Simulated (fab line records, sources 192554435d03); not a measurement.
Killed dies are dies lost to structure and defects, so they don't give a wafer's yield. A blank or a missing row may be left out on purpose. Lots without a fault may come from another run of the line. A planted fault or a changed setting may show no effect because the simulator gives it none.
fab line records | flow n5_finfet
record lots=9 wafers=25 last_day=18
route steps=1938 shown BEOL_M4@1111 BEOL_M7@1323 BEOL_M8@1333 PASSIVATION@1936
lots that met no fault: from a run of the same line without faults
start_h: hours from the record's first day to the start of the lot's first wafer shown | wait_h: hours since the lot's step before | " the same as in the row above | L1.1+2: a row that stands for several wafers | - no value, or no start given | * or withheld: withheld | < > ~ a bound
route shown NAME@n: a module of which the file shows steps, and the number in the route of the first | usual: mean/standard deviation of fault-free wafers | same: alike in all rows | chamber/n: place in a boat | sites: the reading at each site | _std_site: their standard deviation | _edge_site: outer sites' mean less inner sites' | radius_mm: how far each site lies from the wafer's centre | mask NAME#n: copy n | behind: the tool/chamber that last shaped the wafer | hold: why the lot was held/for how many hours/how that ended | device: the transistor (n, p or np) that didn't switch | end of line: the same wafers' tests at the end of the route | a step without rows: its recipe alone | killed: dies lost to structure and defects at the first sort, not the wafer's yield | map: a wafer's dies, x killed, . not, _ none there
set.NAME: the setting as run; set.NAME@STEP: as run at that earlier step | model.NAME: the simulator's own value behind a step, which no gauge read
steps of the route over a sample of lots; a table a step, a row a wafer
services: from which hour (start_h, from the record's first day; less than 0 if before it) a tool's chamber was out of use, for how many hours, and why
## steps
# step N5_BEOL_M4_RC_MEAS_101
# usual DIBL_N=35.0/2.4 DIBL_P=35.4/2.8 IOFF_N=0.14/0.045 IOFF_P=0.20/0.048 ION_N=667/19 ION_P=460/11 SS_N=71.2/0.71 SS_P=73.1/0.86 VT_N=252/4.6 VT_P=-251/3.4
# columns lot.wafer tool chamber start_h wait_h DIBL_N[mV/V] DIBL_P[mV/V] IOFF_N[nA/um] IOFF_P[nA/um] ION_N[uA/um] ION_P[uA/um] SS_N[mV/dec] SS_P[mV/dec] VT_N[mV] VT_P[mV]
L358.4 prober-02 0 212.77 0.5 33.0 34.0 0.11 0.16 653 447 71.5 72.6 256 -253
L358.5 " 0 " " 36.3 37.1 0.16 0.20 671 453 72.5 73.0 251 -250
L358.6 " 0 " " 32.5 33.9 0.10 0.16 642 447 70.7 72.7 259 -255
L357.1 prober-02 0 222.13 0.0 35.2 37.0 0.14 0.21 654 456 70.9 72.8 250 -251
L357.4 " 0 " " 34.9 35.7 0.14 0.19 679 461 71.3 73.5 250 -250
L357.6 " 0 " " 34.1 35.7 0.13 0.19 683 470 71.8 72.8 250 -251
L359.4 prober-02 0 227.12 0.5 34.3 34.2 0.13 0.17 663 458 71.1 72.9 251 -251
L359.5 " 0 " " 30.9 31.0 0.09 0.13 653 452 69.9 71.7 259 -255
L359.6 " 0 " " 33.7 33.4 0.12 0.16 652 451 70.4 72.2 254 -253
L360.1 prober-01 0 229.91 0.0 38.7 37.5 0.18 0.22 668 449 72.1 74.2 247 -251
L360.4 " 0 " " 35.9 35.9 0.15 0.21 667 465 70.9 74.0 247 -250
L360.5 " 0 " " 34.5 33.4 0.12 0.16 667 455 70.5 72.8 255 -255
L362.2 prober-01 0 238.66 0.2 35.5 33.4 0.12 0.15 666 455 70.8 72.1 256 -257
L362.4 " 0 " " 32.0 30.6 0.08 0.12 659 453 70.2 71.5 258 -257
L362.5 " 0 " " 34.4 32.6 0.11 0.14 662 457 70.9 72.1 255 -254
L369.2 prober-01 0 282.32 0.2 31.2 31.0 0.07 0.13 635 448 70.2 72.3 263 -256
L369.4 " 0 " " 35.9 34.0 0.13 0.16 634 435 71.8 72.8 257 -255
L369.5 " 0 " " 32.0 33.4 0.08 0.18 628 445 71.0 72.4 260 -252
L370.2 prober-02 0 283.82 0.2 33.8 35.2 0.10 0.16 665 462 71.1 72.1 259 -256
L370.3 " 0 " " 37.8 39.5 0.16 0.23 661 454 72.3 73.1 252 -250
L370.4 " 0 " " 33.6 34.3 0.10 0.16 664 458 72.0 72.7 258 -255
L371.2 prober-02 0 302.41 0.2 33.1 36.2 0.12 0.18 654 457 71.3 72.9 253 -251
L371.3 " 0 " " 36.3 39.3 0.19 0.23 702 479 72.0 74.1 243 -248
L372.2 prober-01 0 311.42 0.2 34.6 35.6 0.14 0.20 681 471 70.7 73.5 251 -252
L372.6 " 0 " " 33.8 34.3 0.11 0.17 656 450 70.9 73.0 256 -256
# step N5_BEOL_M7_SPUTTER_48
# recipe material=Cu target_thk_a=100 temp_c=-20 bias_v=60 power_w=26000 chamber_pressure_pa=0.13 time_s=1.667
# usual substrate_temp_c=-20.00/0.094 susceptor_temp_C=-20.00/0.11 throttle_valve_pct=30.3/1.4
# columns lot.wafer tool chamber start_h wait_h substrate_temp_c susceptor_temp_C throttle_valve_pct
L358.4 pvd_sputter-02 - 239.07 0.2 -19.98 -20.02 28.5
L358.5 " - " " -20.04 -20.16 30.4
L358.6 " - " " -19.98 -20.00 28.6
L357.1 pvd_sputter-03 - 247.79 0.3 -20.15 -19.89 29.6
L357.4 " - " " -20.04 -19.96 29.5
L357.6 " - " " -19.89 -19.91 30.1
L359.4 pvd_sputter-03 - 249.51 0.1 -19.99 -20.15 29.3
L359.5 " - " " -19.93 -19.80 32.0
L359.6 " - " " -20.00 -19.97 33.2
L360.1 pvd_sputter-03 - 256.83 0.1 -19.96 -20.00 29.6
L360.4 " - " " -19.97 -19.98 33.2
L360.5 " - " " -19.83 -20.08 29.6
L362.2 pvd_sputter-03 - 264.28 0.1 -20.04 -20.04 29.1
L362.4 " - " " -19.96 -19.98 33.1
L362.5 " - " " -19.99 -20.08 33.1
L369.2 pvd_sputter-01 - 310.71 0.2 -19.98 -20.26 29.2
L369.4 " - " " -20.17 -19.95 31.0
L369.5 " - " " -19.86 -20.00 28.6
L370.2 pvd_sputter-03 - 314.38 0.1 -19.89 -19.96 29.7
L370.3 " - " " -20.01 -19.95 29.3
L370.4 " - " " -20.01 -19.87 33.1
L371.2 pvd_sputter-02 - 334.97 0.1 -19.98 -20.10 30.8
L371.3 " - " " -19.81 -19.88 28.5
L372.2 pvd_sputter-03 - 341.12 0.1 -20.08 -20.11 29.8
L372.6 " - " " -20.18 -19.95 29.4
# step N5_BEOL_M7_CMP_52
# recipe stop_on=SiCOH_lowk t_overpolish_s=6.9 down_force_psi=1 platen_rpm=50 clearing_platen_down_force_psi=1.5 clearing_platen_rpm=50 post_cmp_clean=cu_alkaline target_thk_nm=80 clearing_platen_pad_velocity_m_s=0.99484 pad_velocity_m_s=0.99484
# usual barrier_field_endpoint_s=28.7/0.97 clearing_platen_down_force_psi=1.500/0.0031 clearing_platen_rpm=49.996/0.029 motor_current_A=5.8/0.63 overpolish_run_s=6.900/0.0093 slurry_filter_dp_kPa=13.50/0.14 time_to_endpoint_s=62/4.2
# columns lot.wafer tool chamber start_h wait_h barrier_field_endpoint_s clearing_platen_down_force_psi clearing_platen_rpm motor_current_A overpolish_run_s slurry_filter_dp_kPa time_to_endpoint_s
L358.4 cmp-03 0 240.08 0.2 28.3 1.494 50.009 6.7 6.906 13.35 56
L358.5 " 2 " " 30.0 1.504 49.964 5.9 6.909 13.52 66
L358.6 " 3 " " 27.5 1.500 49.958 6.0 6.901 13.58 59
L357.4 cmp-03 3 248.42 0.2 - - - - - - -
L357.1 " 1 " " - - - - - - -
L357.6 " 0 " " - - - - - - -
L359.4 cmp-01 0 250.44 0.2 - - - - - - -
L359.5 " 2 " " - - - - - - -
L359.6 " 3 " " - - - - - - -
L360.1 cmp-01 2 257.77 0.3 - - - - - - -
L360.4 " 1 " " - - - - - - -
L360.5 " 3 " " - - - - - - -
L362.4 cmp-01 3 264.79 0.1 27.9 1.499 50.015 5.3 6.900 13.38 60
L362.2 " 2 " " 28.0 1.500 50.017 5.9 6.914 13.21 57
L362.5 " 0 " " 27.3 1.498 50.007 4.6 6.898 13.32 58
L369.4 cmp-04 1 311.26 0.2 29.8 1.505 49.944 5.1 6.904 13.48 70
L369.2 " 3 " " 28.4 1.499 50.032 6.0 6.907 13.53 61
L369.5 " 1 " " 30.1 1.502 49.973 5.5 6.894 13.73 71
L370.4 cmp-01 0 315.54 0.2 28.8 1.500 50.007 4.6 6.897 13.50 61
L370.3 " 1 " " 29.1 1.501 49.979 6.5 6.902 13.67 64
L370.2 " 3 " " 28.5 1.497 50.003 5.3 6.885 13.52 61
L371.3 cmp-04 0 335.51 0.2 28.3 1.500 49.960 5.9 6.899 13.72 61
L371.2 " 2 " " 28.8 1.502 49.976 5.4 6.899 13.47 62
L372.2 cmp-04 3 341.62 0.2 28.3 1.500 50.003 6.3 6.902 13.51 65
L372.6 " 0 " " 28.6 1.502 49.996 6.8 6.890 13.76 67
# step N5_BEOL_M7_THK_MEAS_53
# recipe thk_meas_gauge=xrf reads=Cu_of_BEOL_M7_ECD_50
# usual M7_THK=77.1/2.2
# columns lot.wafer tool chamber start_h wait_h M7_THK[nm]
L358.4 film_metro-01 - 240.30 - 74.8
L358.5 " - " " 79.1
L358.6 " - " " 76.4
L357.1 film_metro-01 - 248.72 0.2 301.7
L357.4 " - " " 301.3
L357.6 " - " " 305.7
L359.4 film_metro-01 - 250.66 0.2 303.1
L359.5 " - " " 299.7
L359.6 " - " " 298.2
L360.1 film_metro-01 - 258.06 0.3 307.9
L360.4 " - " " 306.1
L360.5 " - " " 305.9
L362.2 film_metro-02 - 265.08 - 75.0
L362.4 " - " " 75.7
L362.5 " - " " 73.2
L369.2 film_metro-02 - 311.52 - 74.9
L369.4 " - " " 75.6
L369.5 " - " " 78.3
L370.2 film_metro-01 - 315.83 - 75.5
L370.3 " - " " 77.9
L370.4 " - " " 77.7
L371.2 film_metro-01 - 335.77 - 79.0
L371.3 " - " " 81.8
L372.2 film_metro-01 - 341.92 - 78.9
L372.6 " - " " 78.6
# step N5_BEOL_M7_RS_MEAS_57
# recipe thk_meas_gauge=four-point-probe reads=Cu_of_BEOL_M7_ECD_50+Co_of_BEOL_M7_CVD_78+TaN_of_BEOL_M7_ALD_77
# usual M7_RS=0.299/0.01
# columns lot.wafer tool chamber start_h wait_h M7_RS[ohm/sq]
L358.4 film_metro-01 - 240.43 0.0 0.310
L358.5 " - " " 0.291
L358.6 " - " " 0.302
L357.1 film_metro-01 - 248.88 0.1 0.064
L357.4 " - " " 0.064
L357.6 " - " " 0.063
L359.4 film_metro-01 - 250.79 0.0 0.064
L359.5 " - " " 0.065
L359.6 " - " " 0.065
L360.1 film_metro-01 - 258.20 0.1 0.063
L360.4 " - " " 0.064
L360.5 " - " " 0.064
L362.2 film_metro-01 - 265.21 0.1 0.306
L362.4 " - " " 0.304
L362.5 " - " " 0.317
L369.2 film_metro-02 - 311.65 0.1 0.310
L369.4 " - " " 0.304
L369.5 " - " " 0.294
L370.2 film_metro-01 - 315.96 0.1 0.303
L370.3 " - " " 0.292
L370.4 " - " " 0.294
L371.2 film_metro-01 - 335.90 0.1 0.291
L371.3 " - " " 0.278
L372.2 film_metro-02 - 342.05 0.1 0.295
L372.6 " - " " 0.297
# step N5_BEOL_M7_INSPECT_58
# recipe inspect_instrument=darkfield mode=post_dep
# usual raw_defect_count=71/23
# columns lot.wafer tool chamber start_h wait_h raw_defect_count
L358.4 defect_inspect-02 - 240.46 0.0 60
L358.5 " - " " 51
L358.6 " - " " 55
L357.1 defect_inspect-02 - 248.90 0.0 1284
L357.4 " - " " 1307
L357.6 " - " " 1323
L359.4 defect_inspect-02 - 250.81 0.0 1288
L359.5 " - " " 1262
L359.6 " - " " 1355
L360.1 defect_inspect-02 - 258.22 0.0 1286
L360.4 " - " " 1282
L360.5 " - " " 1327
L362.2 defect_inspect-01 - 265.24 0.0 55
L362.4 " - " " 44
L362.5 " - " " 68
L369.2 defect_inspect-01 - 311.67 0.0 58
L369.4 " - " " 35
L369.5 " - " " 90
L370.2 defect_inspect-02 - 315.99 0.0 87
L370.3 " - " " 119
L370.4 " - " " 90
L371.2 defect_inspect-02 - 335.93 0.0 99
L371.3 " - " " 91
L372.2 defect_inspect-02 - 342.08 0.0 47
L372.6 " - " " 43
# step N5_BEOL_M8_CURE_74
# recipe temp_c=385 time_s=240 ambient=He/Ar material=SiCOH_lowk
# usual lamp_power_pct=52.32/0.058 wafer_temp_C_max=386.8/0.59
# columns lot.wafer tool chamber start_h wait_h lamp_power_pct wafer_temp_C_max
L358.4 uv_cure-02 1 240.80 0.3 52.30 386.8
L358.5 " 1 " " 52.37 387.1
L358.6 " 1 " " 52.23 386.6
L362.2 uv_cure-02 0 265.44 0.1 52.43 386.7
L362.4 " 0 " " 52.30 387.8
L362.5 " 0 " " 52.26 387.2
L369.2 uv_cure-01 2 311.85 0.1 52.32 386.4
L369.4 " 2 " " 52.33 386.1
L369.5 " 2 " " 52.23 386.2
L370.2 uv_cure-01 2 316.25 0.2 52.35 386.2
L370.3 " 2 " " 52.29 386.2
L370.4 " 2 " " 52.41 386.3
L371.2 uv_cure-02 2 336.19 0.2 52.30 386.4
L371.3 " 2 " " 52.27 386.5
L372.2 uv_cure-02 1 342.34 0.2 52.31 387.0
L372.6 " 1 " " 52.19 386.6
# step N5_BEOL_M8_HM_DEP_02
# recipe material=TiN target_thk_a=200 temp_c=25 chamber_pressure_pa=0.49996
# usual substrate_temp_c=25.00/0.12 susceptor_temp_C=25.01/0.11 throttle_valve_pct=30.2/1.2
# columns lot.wafer tool chamber start_h wait_h substrate_temp_c susceptor_temp_C throttle_valve_pct
L358.4 pvd_sputter-02 - 241.37 0.2 24.95 25.00 28.5
L358.5 " - " " 25.06 25.02 31.4
L358.6 " - " " 24.96 24.73 30.4
L362.2 pvd_sputter-01 - 268.81 2.9 25.07 25.12 29.0
L362.4 " - " " 24.77 25.12 30.9
L362.5 " - " " 25.03 25.02 29.0
L369.2 pvd_sputter-01 - 313.09 0.8 25.04 25.06 29.1
L369.4 " - " " 24.92 24.90 29.5
L369.5 " - " " 24.95 25.07 29.0
L370.2 pvd_sputter-02 - 319.82 3.1 25.06 25.12 31.3
L370.3 " - " " 24.97 25.12 30.3
L370.4 " - " " 25.12 25.24 30.4
L371.2 pvd_sputter-03 - 337.81 0.7 25.23 25.30 29.9
L371.3 " - " " 25.00 25.05 33.2
L372.2 pvd_sputter-02 - 346.11 2.9 25.00 25.12 30.2
L372.6 " - " " 25.06 25.05 31.7
# step N5_PASSIVATION_PROBE_49
# usual defect_limited_yield=91.7/1.4 killed_at_M0_to_M3=32/9.7 killed_at_M4_up=14/5.5 killed_at_contacts=13/6.1 killed_at_front_end=35/10 killed_at_other=4.2/2.9 killed_dies=98/17 killed_on_rim=13/4.2 killed_open=63/12 killed_short=32/7.7 sort_bin_5_function=4.8/0.9 sort_bin_6_memory=3.1/0.63 sort_bin_8_speed=1/3.3 sort_n_pass=1073/41 sort_yield_pct=91/3.5
# same gross_dies=1180 killed_at_back_side=0 sort_bin_4_leakage[%]=0
# columns lot.wafer tool chamber start_h wait_h defect_limited_yield[%] killed_at_M0_to_M3 killed_at_M4_up killed_at_contacts killed_at_front_end killed_at_other killed_dies killed_on_rim killed_open killed_short sort_bin_5_function[%] sort_bin_6_memory[%] sort_bin_8_speed[%] sort_n_pass sort_yield_pct[%]
L359.4 prober-02 - 319.86 0.2 0 31 1088 14 43 4 1180 152 68 31 5.1 3.0 0 0 0
L359.5 prober-02 - 319.91 0.2 0 42 1075 15 45 3 1180 152 76 38 5.4 4.0 0 0 0
L359.6 prober-02 - 319.96 0.3 0 40 1067 19 49 5 1180 152 82 46 6.8 3.8 0 0 0
L358.4 prober-01 - 321.73 0.2 91.7 25 9 10 47 7 98 19 62 30 5.3 2.9 0 1082 92
L358.5 prober-01 - 321.78 0.2 92.7 32 8 10 33 3 86 10 58 28 4.3 2.5 0 1094 93
L358.6 prober-01 - 321.83 0.3 91.1 41 7 20 31 6 105 17 59 45 5.7 2.5 0 1074 91
L357.1 prober-02 - 324.11 0.0 0 25 1103 16 36 0 1180 152 66 23 5.2 2.6 0 0 0
L357.4 prober-02 - 324.26 0.2 0 41 1106 8 19 6 1180 152 50 34 5.0 2.1 0 0 0
L357.6 prober-02 - 324.36 0.3 0 34 1116 10 17 3 1180 152 48 24 3.4 3.0 0 0 0
L360.1 prober-02 - 331.86 0.0 0 33 1098 7 37 5 1180 152 66 23 4.5 3.0 0 0 0
L360.4 prober-02 - 332.01 0.2 0 29 1111 17 23 0 1180 152 53 30 4.4 2.7 0 0 0
L360.5 prober-02 - 332.06 0.2 0 26 1101 13 36 4 1180 152 53 32 4.2 3.0 0 0 0
# killed by level:class
L359.4 BEOL_M7:area_cmp=1080 STI_FIN_REVEAL:geometric_particle:open=15 MOL_CONTACT_COAG:geometric_particle:open=12 BEOL_M1:geometric_particle:open=8 FIN_SAQP:geometric_particle:open=7 BEOL_M2:geometric_particle:open=7 BEOL_M3:geometric_particle:open=5 FIN_SAQP:geometric_particle:short=4
L359.5 BEOL_M7:area_cmp=1066 MOL_CONTACT_COAG:geometric_particle:open=14 STI_FIN_REVEAL:geometric_particle:open=10 BEOL_M1:geometric_particle:open=10 BEOL_M2:geometric_particle:open=9 FIN_SAQP:geometric_particle:short=7 DUMMY_GATE:geometric_particle:open=6 BEOL_M4:geometric_particle:open=5
L359.6 BEOL_M7:area_cmp=1048 MOL_CONTACT_COAG:geometric_particle:open=16 BEOL_M2:geometric_particle:open=12 FIN_SAQP:geometric_particle:open=11 BEOL_M0_SAQP:geometric_particle:short=8 STARTING-WAFER:geometric_particle:short=8 BEOL_M3:geometric_particle:open=7 STI_FIN_REVEAL:geometric_particle:short=5
L358.4 DUMMY_GATE:geometric_particle:open=9 FIN_SAQP:geometric_particle:short=8 MOL_CONTACT_COAG:geometric_particle:open=6 BEOL_M3:geometric_particle:open=6 FIN_SAQP:geometric_particle:open=5 FIN_CUT:area_etch=5 MOL_CONTACT_COAG:geometric_particle:short=4 BEOL_M0_SAQP:geometric_particle:open=4
L358.5 BEOL_M1:geometric_particle:open=14 MOL_CONTACT_COAG:geometric_particle:open=9 STI_FIN_REVEAL:geometric_particle:open=7 BEOL_M3:geometric_particle:open=7 BEOL_M1:geometric_particle:short=6 FIN_SAQP:geometric_particle:open=4 DUMMY_GATE:geometric_particle:short=4 DUMMY_GATE:geometric_particle:open=4
L358.6 MOL_CONTACT_COAG:geometric_particle:open=15 BEOL_M1:geometric_particle:open=14 BEOL_M1:geometric_particle:short=8 BEOL_M0_SAQP:geometric_particle:short=6 GATE_CUT:geometric_particle:short=5 MOL_CONTACT_COAG:geometric_particle:short=5 SPACER0:geometric_particle:short=4 BEOL_M2:geometric_particle:open=4
L357.1 BEOL_M7:area_cmp=1086 MOL_CONTACT_COAG:geometric_particle:open=15 BEOL_M2:geometric_particle:open=9 STI_FIN_REVEAL:geometric_particle:open=9 FIN_SAQP:geometric_particle:open=6 BEOL_M0_SAQP:geometric_particle:open=6 BEOL_M4:geometric_particle:open=6 FIN_SAQP:geometric_particle:short=5
L357.4 BEOL_M7:area_cmp=1093 BEOL_M2:geometric_particle:open=11 BEOL_M0_SAQP:geometric_particle:open=7 BEOL_M0_SAQP:geometric_particle:short=7 MOL_CONTACT_COAG:geometric_particle:open=6 BEOL_M3:geometric_particle:open=6 BEOL_M4:geometric_particle:open=6 BEOL_M3:geometric_particle:short=5
L357.6 BEOL_M7:area_cmp=1104 MOL_CONTACT_COAG:geometric_particle:open=8 BEOL_M3:geometric_particle:open=7 BEOL_M1:geometric_particle:open=6 BEOL_M2:geometric_particle:open=6 BEOL_M0_SAQP:geometric_particle:open=5 BEOL_M0_SAQP:geometric_particle:short=5 STARTING-WAFER:geometric_particle:short=5
L360.1 BEOL_M7:area_cmp=1090 BEOL_M3:geometric_particle:open=11 BEOL_M2:geometric_particle:open=10 FIN_SAQP:geometric_particle:open=9 MOL_CONTACT_COAG:geometric_particle:open=6 FIN_SAQP:geometric_particle:short=5 GATE_CUT:geometric_particle:open=4 GATE_CUT:geometric_particle:short=4
L360.4 BEOL_M7:area_cmp=1096 MOL_CONTACT_COAG:geometric_particle:open=12 BEOL_M4:geometric_particle:open=7 BEOL_M1:geometric_particle:open=6 GATE_CUT:geometric_particle:short=5 MOL_CONTACT_COAG:geometric_particle:short=5 BEOL_M0_SAQP:geometric_particle:short=5 BEOL_M0_SAQP:geometric_particle:open=5
L360.5 BEOL_M7:area_cmp=1094 FIN_SAQP:geometric_particle:open=13 MOL_CONTACT_COAG:geometric_particle:open=9 BEOL_M2:geometric_particle:open=9 FIN_SAQP:geometric_particle:short=5 GATE_CUT:geometric_particle:short=5 BEOL_M3:geometric_particle:open=5 BEOL_M0_SAQP:geometric_particle:short=4
## services
# columns tool chamber start_h hours kind
uv_cure-01 - 216.13 1.7 repair
cmp-03 - 221.06 12.2 pm
cmp-01 - 237.81 2.7 repair
cmp-04 - 238.15 41.2 repair
cmp-03 - 243.64 0.5 repair
uv_cure-02 - 253.89 2.1 pm
uv_cure-01 - 260.34 14.6 pm
cmp-01 - 270.15 5.2 pm
cmp-01 - 302.36 1.8 repair
uv_cure-02 - 307.17 14.6 pm
cmp-04 - 313.06 9.1 repair
uv_cure-01 - 317.44 7.5 pm
uv_cure-02 - 323.12 4.5 pm
cmp-01 - 324.92 4.0 pm
cmp-01 - 328.92 - consumable_replace:conditioner
cmp-01 - 328.92 - consumable_replace:pad
## key
first_sign step=N5_BEOL_M7_CMP_52 reading=tool_record direction=missing
effect step=N5_BEOL_M7_THK_MEAS_53 reading=M7_THK direction=up sigmas=99+ usual=77.1 struck=303.3
effect step=N5_BEOL_M7_RS_MEAS_57 reading=M7_RS direction=down sigmas=23 usual=0.299 struck=0.064
effect step=N5_BEOL_M7_INSPECT_58 reading=raw_defect_count direction=up sigmas=53 usual=71 struck=1302
effect step=N5_PASSIVATION_PROBE_49 reading=killed_at_M4_up direction=up sigmas=99+ usual=14 struck=1096
more_kills_born_at N5_BEOL_M7_CMP_52@cmp-01=6474 N5_BEOL_M7_CMP_52@cmp-03=3283
met_at N5_BEOL_M7_CMP_52
struck_lots L357,L359,L360
later_rows_left_out L357.1,L357.4,L357.6,L359.4,L359.5,L359.6,L360.1,L360.4,L360.5
not_acting_at N5_BEOL_M7_SPUTTER_48,N5_BEOL_M8_CURE_74,N5_BEOL_M8_HM_DEP_02
onset_between 240.08 248.42
fault kind=skipped_step_whole tool=cmp-01,cmp-03 chamber=- onset_h=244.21 steps=N5_BEOL_M7_CMP_52 scope=struck_lots_only
# later_rows_left_out: the simulator's readings of these wafers behind a module that went badly wrong aren't trusted and aren't shown, but for the sort
